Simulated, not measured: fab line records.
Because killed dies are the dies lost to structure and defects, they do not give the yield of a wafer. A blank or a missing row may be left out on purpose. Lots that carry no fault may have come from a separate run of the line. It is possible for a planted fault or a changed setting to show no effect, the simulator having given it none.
Comparing a struck lot with a sound one ; flow n5Finfet ; 40 out of 1938 route steps
Sound: the wafers L989.2, L989.3, L989.6. Struck: wafers L978.2, L978.5. (L978.6 of the same lot was not struck and is left out.) The cause comes at the end.
At each step with rows: each side's tool, then ch and its chambers, then its first start. Under that, the readings that differ: sound wafers ; struck wafers ; difference of the means ; sigmas: that difference in standard deviations of wafers without a fault.
alike: readings whose means differ by less than 2 such deviations, and words and numbers that are the same on both sides. not compared: withheld readings, readings that some wafer has no value for, bounds like >300 that may hide the same value, and numbers for which the record gives no deviation and whose values overlap.
The two part at a step that has a row with sigmas, a row that says differs or no value, or rows on one side only. When numbers do not overlap yet have no deviation, they are printed without sigmas and do not part them. A reading missing from all wafers of one side parts the sides only when that side holds two or more wafers.

first, 11 steps without rows for these wafers: N5_BEOL_M3_ANNEAL_89 (time 240 s); N5_BEOL_M3_SPUTTER_90 (material Cu, target thk 4.5 nm, time 8.29 s); N5_BEOL_M3_ANNEAL_91 (time 240 s); N5_BEOL_M3_SPUTTER_92 (material Cu, target thk 4.5 nm, time 8.29 s); N5_BEOL_M3_ANNEAL_93 (time 240 s); N5_BEOL_M3_SPUTTER_94 (material Cu, target thk 4.5 nm, time 8.29 s); N5_BEOL_M3_ANNEAL_95 (time 240 s); N5_BEOL_M3_SPUTTER_96 (material Cu, target thk 4.5 nm, time 8.29 s); N5_BEOL_M3_ECD_50 (material Cu, target thk 300 nm); N5_BEOL_M3_ANNEAL_51 (time 90 s); N5_BEOL_M3_CMP_52 (polishes, stops on SiOC, t overpolish 6.8 s, target thk 40 nm).
N5_BEOL_M3_PRE_CLEAN_60: time 15 s.
  sound on cvdCo-01 ch 0,1, day 11 14:32; struck on cvdCo-01 ch 0, day 8 22:38
  alike: heaterPowerW
then, 3 steps without rows for these wafers: N5_BEOL_M3_CO_CAP_55 (material Co, precursor CCTBA/H2, target thk 2 nm, time 102.1 s); N5_BEOL_M3_PRE_CLEAN_56 (time 15 s); N5_BEOL_M3_DEP_57 (deposits SiCN from 3MS/NH3, target thk 8 nm, time 14 s).
N5_BEOL_M3_INSPECT_59: inspects for defects (darkfield).
  sound on defectInspect-02 at day 11 14:49; struck on defectInspect-02 at day 8 22:54
reading;sound;struck;difference;sigmas
rawDefectCount;61 55 63;530 535;+473;+20
then, 12 steps without rows for these wafers: N5_BEOL_M4_ILD_DEP_00 (deposits SiOC from DEMS/O2, target thk 79 nm, time 15.3 s); N5_BEOL_M4_PECVD_72 (deposits SiO2 from TEOS/O2, target thk 16 nm, time 18 s); N5_BEOL_M4_HM_DEP_02 (deposits TiN, target thk 20 nm); N5_BEOL_M4_COAT_61 (time 60 s, resist thk 60 nm); N5_BEOL_M4_COAT_62 (time 60 s, resist thk 12 nm); N5_BEOL_M4_COAT_73 (time 60 s, resist thk 5 nm); N5_BEOL_M4_COAT_05 (resist thk 30 nm); N5_BEOL_M4_EBR_07; N5_BEOL_M4_SOFTBAKE_06 (time 60 s); N5_BEOL_M4_EXPOSE_08 (exposes mask M4); N5_BEOL_M4_PEB_09 (peb time 60 s); N5_BEOL_M4_DEVELOP_10 (develop time 30 s).
N5_BEOL_M4_INSPECT_13: inspects for defects (brightfield).
  sound on defectInspect-01 at day 11 15:31; struck on defectInspect-02 at day 8 23:58
reading;sound;struck;difference;sigmas
rawDefectCount;365 406 407;909 771;+447;+5
then, 8 steps without rows for these wafers: N5_BEOL_M4_DESCUM_16 (chemistry O2, time 7 s); N5_BEOL_M4_ETCH_74 (etches underlayer in N2/H2, target depth 6.5 nm, time 5.2 s); N5_BEOL_M4_ETCH_63 (etches SiARC in CF4, target depth 15.6 nm, time 26 s); N5_BEOL_M4_ETCH_64 (etches SOC in N2/H2, target depth 75 nm, overetch 22.5 nm, time 121.9 s); N5_BEOL_M4_STRIP_65 (strips in N2/H2); N5_BEOL_M4_STRIP_75 (strips in N2/H2); N5_BEOL_M4_STRIP_66 (strips in CF4); N5_BEOL_M4_HM_OPEN_17 (chemistry Cl2/BCl3, target TiN, target depth 20 nm, overetch 6 nm).
N5_BEOL_M4_INSPECT_30: inspects for defects (brightfield).
  sound on defectInspect-02 at day 11 16:29; struck on defectInspect-01 at day 9 01:07
reading;sound;struck;difference;sigmas
rawDefectCount;426 413 462;850 767;+375;+4
N5_BEOL_M4_RC_MEAS_101:
  sound on prober-01 ch 0, day 12 02:46; struck on prober-01 ch 0, day 9 07:14
  alike: DIBL_N, DIBL_P, IOFF_N, IOFF_P, ION_N, ION_P, SS_N, SS_P, VT_N, VT_P
-- record jumps: 5 days separate the struck wafers' starts on either side; left off in module BEOL_M4, taken up again in module PASSIVATION, whose first shown step is the route's number 1936 --
N5_PASSIVATION_PROBE_49:
  only the struck wafers here have rows in the record (prober-01, day 13 22:50); the sound ones have none

== WHERE THEY PART ==
At N5_BEOL_M3_INSPECT_59 first; at N5_PASSIVATION_PROBE_49 last (within this record only).

WHY: what the simulator had put in
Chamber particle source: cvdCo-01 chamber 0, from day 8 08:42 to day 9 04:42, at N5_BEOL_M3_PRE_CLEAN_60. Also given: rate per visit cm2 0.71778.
